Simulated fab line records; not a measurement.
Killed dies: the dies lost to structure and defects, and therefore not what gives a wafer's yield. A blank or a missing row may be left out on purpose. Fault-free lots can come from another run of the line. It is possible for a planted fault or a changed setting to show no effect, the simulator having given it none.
Struck lot and sound lot, side by side :: flow nand_harc :: 17 out of 1302 route steps
Sound: the wafers L853.3, L853.5, L853.6. Struck: wafers L868.1, L868.4, L868.5. Last of all comes the cause.
At each step with rows: each side's tool, then ch and its chambers, then its first start. Under that, the readings that differ: sound wafers :: struck wafers :: difference of the means :: sigmas: that difference in standard deviations of wafers without a fault.
alike: readings whose means differ by less than 2 such deviations, and words and numbers that are the same on both sides. not compared: withheld readings, readings that some wafer has no value for, bounds like >300 that may hide the same value, and numbers for which the record gives no deviation and whose values overlap.
Wherever a step has rows on one side only, a row that says differs or no value, or a row with sigmas, the two part there. Non-overlapping numbers with no deviation appear without sigmas and do not part them. A reading that every wafer of one side lacks parts them only if that side has two wafers or more.

NHARC_P_GATE_ALD_36: deposits SiNx, target thk 20 nm, pulse time 60 s, ald cycles 223.
  sound on ald_sin-04 ch 0,3, day 5 13:52; struck on ald_sin-02 ch 1,2,3, day 12 03:30
  alike: heater_power_w, precursor_pulse_height_rel
NHARC_P_GATE_ETCHBACK_37: etches the open film in CHF3/O2, target depth 34.5 nm, time 17.2 s.
  sound: rie_diel-10 ch 1,2,3; struck: rie_diel-10 ch 0,3
  alike: chf3_flow_sccm, drypump_motor_current_A, oes_product_au, rf_vpp_V, showerhead_plenum_p_Torr, throttle_valve_pct
  not compared: rf_hours_counter_h
NHARC_P_GATE_STRIP_101: strips in O2, time 20 s.
  sound on rie_diel-10 ch 1,2, day 5 23:24; struck on rie_diel-10 ch 1,3, day 12 11:01
  alike: drypump_motor_current_A, oes_product_au, rf_vpp_V, showerhead_plenum_p_Torr, throttle_valve_pct
  not compared: rf_hours_counter_h
then, 9 steps without rows for these wafers: NHARC_P_GATE_PRECLEAN_97 (cleans in SPM, time 600 s); NHARC_P_GATE_SRD_98; NHARC_P_GATE_PRECLEAN_99 (cleans in SC1); NHARC_P_GATE_SRD_100; NHARC_P_GATE_DEHYDRATE_38 (time 120 s); NHARC_P_GATE_HMDS_39 (time 30 s); NHARC_P_GATE_COAT_40; NHARC_P_GATE_SOFTBAKE_41 (time 95 s); NHARC_P_GATE_EBR_42.
NHARC_P_GATE_EXPOSE_43: exposes mask P NSD, target cd 720 nm.
  sound on krf_scanner-03 ch 0, day 6 00:03; struck on krf_scanner-03 ch 0, day 12 11:38
reading: mask
sound: P_NSD#0 P_NSD#0 P_NSD#0
struck: P_HVPW#0 P_HVPW#0 P_HVPW#0
difference: differs
sigmas: 
then, 2 steps without rows for these wafers: NHARC_P_GATE_PEB_44 (peb time 85 s); NHARC_P_GATE_DEVELOP_45 (time 70 s).
NHARC_P_GATE_CD_MEAS_46 targets a cd of 720 nm.
  sound on cd_sem-01 ch 0, day 6 00:13; struck on cd_sem-03 ch 0, day 12 11:48
reading: cd_nm (nm)
sound: 722.9 721.6 721.0
struck: - - -
difference: no value on the struck wafers
sigmas: 
then, 1 step without rows for these wafers: NHARC_P_GATE_HARDBAKE_47 (time 80 s).

== WHERE THEY PART ==
First at NHARC_P_GATE_EXPOSE_43; last, within this record, at NHARC_P_GATE_CD_MEAS_46.

WHY: the cause the simulator had injected
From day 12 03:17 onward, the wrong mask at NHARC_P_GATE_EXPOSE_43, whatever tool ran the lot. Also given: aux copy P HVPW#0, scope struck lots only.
